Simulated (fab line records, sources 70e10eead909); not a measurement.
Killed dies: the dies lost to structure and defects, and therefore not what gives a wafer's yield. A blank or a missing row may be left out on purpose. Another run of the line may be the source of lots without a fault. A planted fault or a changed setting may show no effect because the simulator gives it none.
fab line records -- flow nand_harc
record: lots: 12, wafers: 36, last_day: 24
route steps=1159 shown A_CONTACT@868 END@1159
lots that met no fault: taken from a fault-free run of the same line
start_h: start of the lot's first displayed wafer, in hours after the record's first day -- wait_h: hours from the lot's prior step to this one -- " as in the row above -- L1.1+2: several wafers, shown together as one row -- - value missing, or start not given -- * or withheld: withheld -- < > ~ a bound
route shown NAME@n: NAME is a module with steps in the file, n the number in the route of the first one -- usual: average and standard deviation across the fault-free wafers -- same: alike in all rows -- chamber/n: place in a boat -- sites: readings site by site -- _std_site: standard deviation across them -- _edge_site: mean of outer sites minus mean of inner sites -- radius_mm: how far each site lies from the wafer's centre -- mask NAME#n: copy n -- behind: the tool/chamber that last shaped the wafer -- hold: what put the lot on hold/how long, in hours/how the hold closed -- device: the transistor (n, p or np) that didn't switch -- end of line: tests run on the same wafers once the route is complete -- a step with no rows: only its recipe -- killed: dies that structure and defects cost at the first sort, which is not the same as the wafer's yield -- map: shows each die of a wafer: x if killed, . if not, _ if none is there
set.NAME: the setting that was run; set.NAME@STEP: the one run at that earlier step -- model.NAME: the simulator's own value behind a step, which no gauge read
a sample of lots followed through the steps of the route, with each step as a table and each wafer as a row
services: from which hour (start_h, from the record's first day; less than 0 if before it) a tool's chamber was out of use, for how many hours, and why
== steps ==
step: NHARC_A_CONTACT_ETCH_117
recipe: source_w: withheld, pressure_mtorr: 20, bias_v: 3000, time_s: 94, target_depth_a: 9220, ar_flow_sccm: withheld, c4f8_flow_sccm: withheld, o2_flow_sccm: withheld, chemistry: C4F8/O2/Ar
lot.wafer,tool,chamber,start_h,wait_h,rf_hours_counter_h
L892.2,har_cap_etch-02,1,378.35,0.1,13
L892.3,har_cap_etch-02,0,378.35,0.1,-
L892.5,har_cap_etch-02,0,378.35,0.1,-
L894.2,har_cap_etch-01,1,381.42,0.1,56
L894.3,har_cap_etch-01,1,381.42,0.1,-
L894.5,har_cap_etch-01,0,381.42,0.1,-
L896.3,har_cap_etch-03,1,401.05,0.1,-
L896.4,har_cap_etch-03,0,401.05,0.1,-
L896.5,har_cap_etch-03,1,401.05,0.1,-
L898.2,har_cap_etch-01,0,409.96,0.1,62
L898.4,har_cap_etch-01,1,409.96,0.1,-
L898.6,har_cap_etch-01,0,409.96,0.1,-
L904.1,har_cap_etch-03,1,439.96,0.1,94
L904.3,har_cap_etch-03,0,439.96,0.1,-
L904.6,har_cap_etch-03,0,439.96,0.1,-
L906.2,har_cap_etch-02,0,467.21,0.1,30
L906.1,har_cap_etch-02,1,467.21,0.1,30
L906.6,har_cap_etch-02,1,467.21,0.1,-
L911.3,har_cap_etch-03,0,471.25,0.1,-
L911.4,har_cap_etch-03,1,471.25,0.1,-
L911.5,har_cap_etch-03,1,471.25,0.1,-
L909.2,har_cap_etch-01,1,483.03,0.1,76
L909.3,har_cap_etch-01,0,483.03,0.1,-
L909.6,har_cap_etch-01,1,483.03,0.1,-
L910.2,har_cap_etch-02,1,487.42,0.1,33
L910.3,har_cap_etch-02,0,487.42,0.1,-
L910.5,har_cap_etch-02,0,487.42,0.1,-
L912.1,har_cap_etch-02,0,496.33,0.1,36
L912.2,har_cap_etch-02,1,496.33,0.1,36
L912.4,har_cap_etch-02,0,496.33,0.1,-
L913.3,har_cap_etch-03,0,500.42,0.1,-
L913.5,har_cap_etch-03,0,500.42,0.1,-
L913.6,har_cap_etch-03,1,500.42,0.1,-
L914.2,har_cap_etch-02,1,509.00,0.1,38
L914.5,har_cap_etch-02,1,509.00,0.1,-
L914.6,har_cap_etch-02,0,509.00,0.1,-
step: NHARC_A_CONTACT_ETCH_96
recipe: target_depth_a: 200, over_etch_frac: 0.5, time_s: 10, ion_energy_ev: 250, c4f6_flow_sccm: 25, o2_flow_sccm: 20, ar_flow_sccm: 500, rf_w: 600, bias_w: 500, chemistry: C4F6/O2
usual: c4f6_flow_sccm: 25.00/0.078, drypump_motor_current_A: 5.5/0.39, oes_product_au: 0.963/0.022, rf_vpp_V: 548/3.3, showerhead_plenum_p_Torr: 3.98/0.16, throttle_valve_pct: 26.903/0.0098
same: over_etch_frac: 0.5
lot.wafer,tool,chamber,start_h,wait_h,c4f6_flow_sccm,drypump_motor_current_A,oes_product_au,rf_hours_counter_h,rf_vpp_V,showerhead_plenum_p_Torr,throttle_valve_pct
L892.2,rie_diel-03,2,379.63,-,24.99,4.7,0.949,55,550,4.03,26.929
L892.3,rie_diel-03,0,379.63,-,25.06,5.5,0.964,56,545,3.85,26.894
L892.5,rie_diel-03,3,379.63,-,25.05,5.5,0.950,-,552,4.19,26.892
L894.3,rie_diel-06,2,382.68,-,24.98,5.5,0.937,52,552,4.19,26.910
L894.2,rie_diel-06,3,382.68,-,25.01,6.1,0.954,49,543,3.71,26.916
L894.5,rie_diel-06,1,382.68,-,24.91,5.0,0.958,-,544,3.80,26.901
L896.3,rie_diel-06,2,402.30,-,25.00,5.6,0.955,58,552,4.19,26.889
L896.4,rie_diel-06,0,402.30,-,25.03,5.7,0.935,58,544,3.71,26.915
L896.5,rie_diel-06,1,402.30,-,25.03,5.0,0.952,-,543,3.79,26.895
L898.2,rie_diel-06,2,411.44,-,19.99,5.5,0.960,63,552,4.17,26.714
L898.4,rie_diel-06,3,411.44,-,25.11,6.1,0.951,60,541,3.70,26.909
L898.6,rie_diel-06,2,411.44,-,20.08,5.5,0.953,-,552,4.17,26.725
L904.3,rie_diel-03,3,441.29,-,24.93,5.5,0.965,15,552,4.18,26.895
L904.1,rie_diel-03,0,441.29,-,24.97,5.5,0.975,16,545,3.84,26.919
L904.6,rie_diel-03,1,441.29,-,25.00,6.3,0.961,-,547,3.98,26.909
L906.2,rie_diel-03,3,468.49,-,25.04,5.5,0.939,24,552,4.17,26.887
L906.1,rie_diel-03,0,468.49,-,24.98,5.6,0.960,26,546,3.83,26.904
L906.6,rie_diel-03,0,468.49,-,25.07,5.5,0.956,-,545,3.83,26.908
L911.4,rie_diel-07,3,472.78,-,24.92,5.6,0.966,13,551,4.13,26.890
L911.3,rie_diel-07,1,472.78,-,24.90,5.5,0.961,13,550,4.12,26.893
L911.5,rie_diel-07,0,472.78,-,24.93,5.1,0.965,-,548,3.98,26.903
L909.2,rie_diel-07,1,484.34,0.1,25.04,5.5,1.001,16,551,4.12,26.911
L909.3,rie_diel-07,2,484.34,0.1,25.09,5.4,0.990,15,548,3.99,26.914
L909.6,rie_diel-07,1,484.34,0.1,25.09,5.5,1.011,-,551,4.12,26.913
L910.3,rie_diel-07,1,488.73,-,25.03,5.5,0.950,17,551,4.12,26.893
L910.2,rie_diel-07,3,488.73,-,25.17,5.6,0.976,15,550,4.12,26.915
L910.5,rie_diel-07,1,488.73,-,24.92,5.5,0.945,-,552,4.12,26.907
L912.1,rie_diel-07,0,497.63,-,24.93,5.1,0.977,19,549,3.98,26.909
L912.4,rie_diel-07,1,497.63,-,24.97,5.5,0.966,19,552,4.12,26.898
L912.2,rie_diel-07,2,497.63,-,25.04,5.4,0.939,18,547,3.99,26.900
L913.3,rie_diel-03,3,502.06,-,25.08,5.5,0.956,37,552,4.17,26.911
L913.6,rie_diel-03,1,502.06,-,25.11,6.3,0.971,-,548,3.96,26.907
L913.5,rie_diel-03,2,502.06,-,24.91,4.7,0.988,-,550,4.01,26.886
L914.2,rie_diel-07,3,510.29,-,25.03,5.6,0.953,20,549,4.12,26.894
L914.6,rie_diel-07,1,510.29,-,25.03,5.5,0.959,-,550,4.12,26.910
L914.5,rie_diel-07,2,510.29,-,24.97,5.5,0.942,-,549,3.99,26.912
step: NHARC_A_CONTACT_CD_MEAS_53
usual: cd_nm: 189.3/0.69
lot.wafer,tool,chamber,start_h,wait_h,cd_nm
L892.2,cd_sem-01,-,379.71,-,189.1
L892.3,cd_sem-01,-,379.71,-,189.3
L892.5,cd_sem-01,-,379.71,-,189.9
L894.2,cd_sem-03,-,382.77,-,188.2
L894.3,cd_sem-03,-,382.77,-,188.6
L894.5,cd_sem-03,-,382.77,-,188.7
L896.3,cd_sem-03,-,402.39,-,189.2
L896.4,cd_sem-03,-,402.39,-,188.5
L896.5,cd_sem-03,-,402.39,-,188.4
L898.2,cd_sem-01,-,411.52,-,189.9
L898.4,cd_sem-01,-,411.52,-,189.9
L898.6,cd_sem-01,-,411.52,-,190.0
L904.1,cd_sem-02,-,441.38,-,189.8
L904.3,cd_sem-02,-,441.38,-,188.5
L904.6,cd_sem-02,-,441.38,-,189.9
L906.1,cd_sem-01,-,468.57,-,189.0
L906.2,cd_sem-01,-,468.57,-,188.8
L906.6,cd_sem-01,-,468.57,-,189.0
L911.3,cd_sem-02,-,472.87,-,189.3
L911.4,cd_sem-02,-,472.87,-,188.8
L911.5,cd_sem-02,-,472.87,-,189.1
L909.2,cd_sem-01,-,484.43,-,189.6
L909.3,cd_sem-01,-,484.43,-,189.9
L909.6,cd_sem-01,-,484.43,-,189.5
L910.2,cd_sem-02,-,488.82,-,188.9
L910.3,cd_sem-02,-,488.82,-,189.5
L910.5,cd_sem-02,-,488.82,-,189.2
L912.1,cd_sem-01,-,497.71,-,189.6
L912.2,cd_sem-01,-,497.71,-,189.6
L912.4,cd_sem-01,-,497.71,-,189.3
L913.3,cd_sem-02,-,502.14,-,189.8
L913.5,cd_sem-02,-,502.14,-,190.3
L913.6,cd_sem-02,-,502.14,-,189.8
L914.2,cd_sem-01,-,510.37,-,189.8
L914.5,cd_sem-01,-,510.37,-,189.8
L914.6,cd_sem-01,-,510.37,-,189.8
step: NHARC_A_CONTACT_ETCH_102
recipe: target_depth_a: 700, overetch_a: 70, time_s: 38.5, ion_energy_ev: 100, cf4_flow_sccm: 80, o2_flow_sccm: 20, ar_flow_sccm: 0, rf_w: 300, bias_w: 100, chemistry: CF4/O2
usual: drypump_motor_current_A: 5.5/0.41, oes_product_au: 0.999/0.011, rf_vpp_V: 198.0/1.4, showerhead_plenum_p_Torr: 1.35/0.062, throttle_valve_pct: 13.397/0.0087
lot.wafer,tool,chamber,start_h,wait_h,drypump_motor_current_A,oes_product_au,rf_hours_counter_h,rf_vpp_V,showerhead_plenum_p_Torr,throttle_valve_pct
L892.3,rie_diel-03,1,380.01,0.1,6.3,1.020,58,197.8,1.36,13.396
L892.2,rie_diel-03,2,380.01,0.1,4.7,0.984,55,198.0,1.37,13.397
L892.5,rie_diel-03,1,380.01,0.1,6.2,1.003,-,198.0,1.36,13.412
L894.3,rie_diel-06,0,383.06,0.1,5.7,0.996,52,196.3,1.26,13.401
L894.2,rie_diel-06,2,383.06,0.1,5.5,1.000,52,198.8,1.43,13.390
L894.5,rie_diel-06,0,383.06,0.1,5.7,0.992,-,196.8,1.26,13.393
L896.4,rie_diel-03,1,402.74,0.1,6.2,1.017,0,197.6,1.36,13.395
L896.3,rie_diel-03,3,402.74,0.1,5.5,0.993,0,198.9,1.43,13.406
L896.5,rie_diel-03,2,402.74,0.1,4.7,1.012,-,198.3,1.37,13.394
L898.2,rie_diel-06,2,411.91,0.1,5.6,1.007,63,200.8,1.43,13.400
L898.4,rie_diel-06,0,411.91,0.1,5.7,1.001,63,196.7,1.26,13.389
L898.6,rie_diel-06,3,411.91,0.1,6.1,0.994,-,196.3,1.25,13.397
L904.3,rie_diel-06,0,441.68,0.1,5.7,0.989,2,196.1,1.26,13.389
L904.1,rie_diel-06,1,441.68,0.1,5.0,1.006,4,195.9,1.29,13.398
L904.6,rie_diel-06,2,441.68,0.1,5.6,1.000,-,200.5,1.43,13.401
L906.1,rie_diel-06,3,468.89,0.1,6.1,0.998,15,194.6,1.25,13.396
L906.2,rie_diel-06,0,468.89,0.1,5.7,0.993,12,195.4,1.25,13.390
L906.6,rie_diel-06,1,468.89,0.1,5.0,0.996,-,197.9,1.28,13.411
L911.3,rie_diel-06,1,473.19,0.1,5.0,0.998,15,196.7,1.28,13.399
L911.4,rie_diel-06,0,473.19,0.1,5.6,0.976,-,195.5,1.25,13.398
L911.5,rie_diel-06,1,473.19,0.1,5.0,0.998,-,197.7,1.28,13.415
L909.2,rie_diel-07,2,484.75,0.1,5.4,0.991,15,198.5,1.36,13.398
L909.3,rie_diel-07,0,484.75,0.1,5.0,1.016,16,198.6,1.36,13.399
L909.6,rie_diel-07,0,484.75,0.1,5.0,1.011,-,196.6,1.36,13.402
L910.3,rie_diel-07,2,489.11,0.1,5.4,0.980,16,198.7,1.36,13.393
L910.2,rie_diel-07,3,489.11,0.1,5.6,0.989,15,199.6,1.41,13.375
L910.5,rie_diel-07,1,489.11,0.1,5.5,1.010,-,199.7,1.41,13.394
L912.2,rie_diel-07,0,498.06,0.1,5.1,1.020,19,198.9,1.36,13.390
L912.1,rie_diel-07,1,498.06,0.1,5.5,1.012,19,199.7,1.41,13.390
L912.4,rie_diel-07,2,498.06,0.1,5.5,0.985,18,198.8,1.36,13.405
L913.3,rie_diel-03,0,502.89,0.1,5.5,1.012,35,196.1,1.30,13.401
L913.6,rie_diel-03,2,502.89,0.1,4.7,1.019,-,198.7,1.37,13.399
L913.5,rie_diel-03,3,502.89,0.1,5.5,0.993,-,199.1,1.42,13.396
L914.2,rie_diel-03,2,510.74,0.1,4.7,1.016,41,198.2,1.36,13.399
L914.6,rie_diel-03,1,510.74,0.1,6.3,0.994,-,197.6,1.35,13.402
L914.5,rie_diel-03,2,510.74,0.1,4.7,1.032,-,196.9,1.36,13.406
step: NHARC_END_SORT_01
recipe: temp_c: 25
usual: killed_at_array: 21/8.9, killed_at_other: 0.8/1.3, killed_at_periphery: 3.6/2.4, killed_dies: 26/8.9, killed_open: 3.1/1.8, killed_short: 1.9/1.3
same: gross_dies: 677
lot.wafer,tool,chamber,start_h,wait_h,killed_at_array,killed_at_other,killed_at_periphery,killed_dies,killed_open,killed_short
L892.2,prober-01,0,446.92,2.8,17,0,4,21,3,3
L892.3,prober-01,0,447.74,3.1,17,1,0,18,0,0
L892.5,prober-01,0,449.38,3.8,20,3,1,24,0,3
L898.2,prober-01,0,485.79,2.8,10,5,3,18,4,1
L898.4,prober-01,0,487.39,3.4,16,2,1,19,4,2
L898.6,prober-01,0,488.99,4.0,13,1,1,15,2,0
killed by level:class
L892.2 A_CHANNEL_HOLE_D1:chamber_film_flake=11 P_STI:geometric_particle:short=1 P_GATE:geometric_particle:short=1 P_CONTACT:geometric_particle:open=1 P_BONDPAD:geometric_particle:open=1 A_ONON_D1:geometric_particle:short=1 A_CONTACT:geometric_particle:open=1 A_SLIT:chamber_film_flake=1
L892.3 A_CHANNEL_HOLE_D1:chamber_film_flake=13 A_CONTACT:chamber_film_flake=4 THIN_TSV:chamber_film_flake=1
L892.5 A_CHANNEL_HOLE_D1:chamber_film_flake=12 A_CONTACT:chamber_film_flake=4 A_STAIRCASE:chamber_film_flake=3 THIN_TSV:chamber_film_flake=2 P_STI:geometric_particle:short=1 A_WL_FILL:geometric_particle:short=1 STARTING-WAFER:geometric_particle:short=1
L898.2 THIN_TSV:chamber_film_flake=5 A_CHANNEL_HOLE_D1:chamber_film_flake=2 A_STAIRCASE:chamber_film_flake=2 A_WL_FILL:chamber_film_flake=2 P_GATE:geometric_particle:open=1 P_CONTACT:geometric_particle:open=1 P_CONTACT:geometric_particle:short=1 A_CHANNEL_FILL_D1:geometric_particle:open=1
L898.4 A_STAIRCASE:chamber_film_flake=5 A_CHANNEL_HOLE_D1:chamber_film_flake=2 A_SLIT:chamber_film_flake=2 THIN_TSV:chamber_film_flake=2 P_CONTACT:geometric_particle:short=1 A_ONON_D1:geometric_particle:open=1 A_CHANNEL_FILL_D1:geometric_particle:open=1 A_SGD_CUT:geometric_particle:short=1
L898.6 A_CHANNEL_HOLE_D1:chamber_film_flake=3 A_STAIRCASE:chamber_film_flake=3 A_SLIT:chamber_film_flake=3 A_CONTACT:chamber_film_flake=2 P_GATE:geometric_particle:open=1 A_CONTACT:geometric_particle:open=1 A_WL_FILL:chamber_film_flake=1 THIN_TSV:chamber_film_flake=1
== services ==
tool,chamber,start_h,hours,kind
rie_diel-07,0,359.95,-,clean
rie_diel-07,1,359.95,-,clean
rie_diel-07,2,359.95,-,clean
rie_diel-07,3,359.95,-,clean
rie_diel-07,2,368.52,7.9,repair
rie_diel-03,1,370.70,3.7,repair
rie_diel-03,0,372.09,-,clean
rie_diel-03,2,372.09,-,clean
rie_diel-03,3,372.09,-,clean
rie_diel-06,0,373.21,-,clean
rie_diel-06,1,373.21,-,clean
rie_diel-06,2,373.21,-,clean
rie_diel-06,3,373.21,-,clean
rie_diel-03,2,373.90,5.3,repair
rie_diel-07,1,381.97,31.8,repair
rie_diel-03,-,392.98,9.0,pm
rie_diel-07,-,405.26,9.0,pm
rie_diel-06,-,418.51,9.0,pm
rie_diel-06,0,431.42,6.5,repair
rie_diel-07,2,448.88,4.5,repair
rie_diel-06,2,464.73,36.3,repair
rie_diel-07,3,479.40,6.8,repair
rie_diel-03,0,483.23,6.2,repair
rie_diel-03,3,496.21,1.4,repair
== key ==
first_sign: step: NHARC_A_CONTACT_ETCH_96, reading: c4f6_flow_sccm, direction: down, sigmas: 63, usual: 25.00, struck: 20.04
effect: step: NHARC_A_CONTACT_ETCH_96, reading: throttle_valve_pct, direction: down, sigmas: 19, usual: 26.903, struck: 26.719
met_at NHARC_A_CONTACT_ETCH_96
struck_lots L898
struck_wafers L898.2,L898.6
tester_left_out L898
not_acting_at NHARC_A_CONTACT_ETCH_117,NHARC_A_CONTACT_CD_MEAS_53,NHARC_A_CONTACT_ETCH_102
onset_between 402.30 411.44
fault: kind: process_parameter_drift, tool: rie_diel-06, chamber: 2, onset_h: 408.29, steps: NHARC_A_CONTACT_ETCH_96, channel: c4f6_flow_sccm, offset: -5, shape: step, end_h: 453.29, acts_in: these_recipes_only, stated: 25
tester_left_out: of these lots the tester's yield and bins aren't shown, on N5 and GAA mostly nor the transistor test; their killed dies are dies lost to structure and defects alone, not to doping, threshold or leakage, so they don't give the yield
